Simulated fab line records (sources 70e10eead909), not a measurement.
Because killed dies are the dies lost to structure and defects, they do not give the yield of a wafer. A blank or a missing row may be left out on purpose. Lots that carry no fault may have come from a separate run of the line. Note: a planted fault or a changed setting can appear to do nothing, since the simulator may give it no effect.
Chamber matching    flow nandHarc    NHARC_A_STAIRCASE_TRIM_196 on rieDiel-03: 4 sister chambers
The step chemistry O2, time 211.2 s. 24 wafers are shown with their chamber, then 12 later ones without.

== WAFERS PAIRED WITH THEIR CHAMBERS ==
wafer   chamber  drypumpMotorCurrentA (A)  showerheadPlenumPTorr (Torr)  rfVppV (V)
L074.2  2        6.6                       3.31                          59.2
L074.4  0        5.7                       3.59                          58.4
L074.5  2        6.6                       3.31                          57.2
L075.2  3        6.3                       3.54                          57.6
L075.4  2        6.6                       3.31                          57.6
L075.5  3        6.3                       3.54                          58.9
L075.1  1        5.6                       3.64                          58.4
L075.3  0        5.7                       3.58                          58.5
L075.6  0        5.7                       3.58                          57.4
L076.1  2        6.6                       3.31                          57.1
L076.2  3        6.3                       3.53                          57.7
L076.6  3        6.3                       3.53                          56.2
L079.4  3        6.4                       3.53                          57.5
L079.5  2        6.6                       3.30                          56.5
L079.6  0        5.7                       3.58                          57.0
L082.1  3        6.3                       3.52                          58.3
L082.3  0        5.7                       3.57                          56.1
L082.4  2        6.7                       3.30                          56.9
L086.3  0        5.7                       3.57                          59.0
L086.5  3        6.3                       3.52                          56.4
L086.6  0        5.7                       3.57                          57.5
L087.2  3        6.3                       3.52                          58.9
L087.4  2        6.6                       3.29                          57.8
L087.6  3        6.3                       3.52                          57.9

SIGNATURES (averages over the wafers above)
reading                chamber 0  chamber 1  chamber 2  chamber 3  scatter within a chamber
drypumpMotorCurrentA   5.700      5.600      6.614      6.311      0.0295
showerheadPlenumPTorr  3.5771     3.6400     3.3043     3.5278     0.00797
rfVppV                 57.700     58.400     57.471     57.711     0.945
Rule: a wafer's distance from a chamber is the root of the sum, over the readings, of the square of ((its reading less the chamber's mean) divided by the reading's scatter). If the next closest chamber is less than 2 further off than the closest, the wafer can't be placed; otherwise it belongs to the closest. How the scatter is found: for the shown wafers, subtract from each reading the mean of its chamber, square and add these, divide the total by (wafers less chambers), then take the root.

== WAFERS WHOSE CHAMBER IS MISSING ==
wafer   drypumpMotorCurrentA (A)  showerheadPlenumPTorr (Torr)  rfVppV (V)
L092.2  6.6                       3.28                          57.1
L092.3  6.3                       3.51                          58.1
L092.6  6.6                       3.28                          56.3
L092.1  5.7                       3.56                          57.4
L092.4  6.3                       3.51                          56.4
L092.5  5.7                       3.56                          57.2
L093.2  6.3                       3.50                          57.2
L093.4  5.7                       3.55                          58.3
L093.5  5.6                       3.62                          57.7
L096.2  5.6                       3.61                          58.3
L096.4  6.6                       3.28                          57.3
L096.5  5.6                       3.61                          58.2

== WHICH CHAMBER EACH ONE RAN IN ==
wafer   from the rows above      in truth
L092.2  2                        2
L092.3  3                        3
L092.6  2                        2
L092.1  0                        0
L092.4  3                        3
L092.5  0                        0
L093.2  3                        3
L093.4  0                        0
L093.5  1                        1
L096.2  can't be placed: 1 or 0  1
L096.4  2                        2
L096.5  can't be placed: 1 or 0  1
10 of 12 placed correctly. Cannot be placed on the basis of these rows: 2; the candidates contain the true chamber in 2. 0 placed wrongly.
